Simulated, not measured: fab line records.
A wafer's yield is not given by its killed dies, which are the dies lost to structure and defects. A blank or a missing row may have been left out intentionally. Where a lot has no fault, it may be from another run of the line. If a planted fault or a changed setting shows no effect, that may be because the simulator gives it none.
Chamber matching    flow nandHarc    4 sister chambers for NHARC_P_GATE_DESCUM_31 on rieDiel-11
The step chemistry O2, time 3 s. 24 wafers are shown with their chamber, then 12 later ones without.

WAFERS WITH THEIR CHAMBER
wafer   chamber  showerheadPlenumPTorr (Torr)  drypumpMotorCurrentA (A)  oesProductAu (a.u.)
L075.1  0        1.84                          5.2                       1.000
L075.3  1        1.91                          5.0                       1.008
L075.6  3        1.81                          6.1                       1.010
L077.4  1        1.91                          4.9                       0.984
L077.5  0        1.84                          5.1                       0.997
L077.6  3        1.81                          6.1                       1.015
L081.2  3        1.81                          6.0                       1.002
L081.3  2        1.94                          5.9                       1.003
L081.4  1        1.91                          5.0                       0.993
L082.3  3        1.81                          6.1                       1.007
L082.4  2        1.94                          5.9                       0.995
L082.5  3        1.81                          6.1                       1.008
L083.3  2        1.93                          5.9                       0.997
L083.4  3        1.81                          6.1                       1.001
L083.6  2        1.93                          5.9                       0.995
L086.2  2        1.93                          6.0                       0.999
L086.5  2        1.93                          6.0                       0.993
L086.6  3        1.81                          6.1                       1.005
L090.1  2        1.93                          5.9                       0.996
L090.4  2        1.93                          5.9                       1.000
L090.6  0        1.84                          5.1                       0.996
L092.2  3        1.81                          6.1                       1.012
L092.4  2        1.93                          5.9                       1.003
L092.6  1        1.91                          4.9                       1.003

SIGNATURES (averages over the wafers above)
reading                chamber 0  chamber 1  chamber 2  chamber 3  scatter within a chamber
showerheadPlenumPTorr  1.8400     1.9100     1.9322     1.8100     0.00279
drypumpMotorCurrentA   5.133      4.950      5.922      6.087      0.0453
oesProductAu           0.99767    0.99700    0.99789    1.00750    0.00555
Rule: distance of a wafer from a chamber = root of the sum over the readings of ((wafer's reading minus chamber's mean) / reading's scatter) squared. The wafer belongs to the nearest chamber; if the next one is less than 2 further off, it can't be placed. The scatter: take each reading less its chamber's mean, square it, sum over the shown wafers, divide by the number of wafers less the number of chambers, and take the root.

WAFERS WHOSE CHAMBER IS MISSING
wafer   showerheadPlenumPTorr (Torr)  drypumpMotorCurrentA (A)  oesProductAu (a.u.)
L093.1  1.81                          6.1                       1.005
L093.2  1.93                          5.9                       0.996
L093.5  1.84                          5.1                       1.008
L094.1  1.81                          6.1                       1.007
L094.4  1.93                          5.9                       1.005
L094.5  1.84                          5.1                       0.991
L095.2  1.84                          5.2                       0.992
L095.4  1.93                          5.9                       1.010
L095.5  1.91                          4.9                       1.008
L097.2  1.84                          5.1                       0.999
L097.4  1.93                          6.0                       1.002
L097.6  1.81                          6.1                       1.000

CHAMBER TAKEN BY EACH
wafer   from the rows above  in truth
L093.1  3                    3
L093.2  2                    2
L093.5  0                    0
L094.1  3                    3
L094.4  2                    2
L094.5  0                    0
L095.2  0                    0
L095.4  2                    2
L095.5  1                    1
L097.2  0                    0
L097.4  2                    2
L097.6  3                    3
Correctly placed: 12 of 12. Number that these rows cannot place: 0. Placed wrongly: 0.
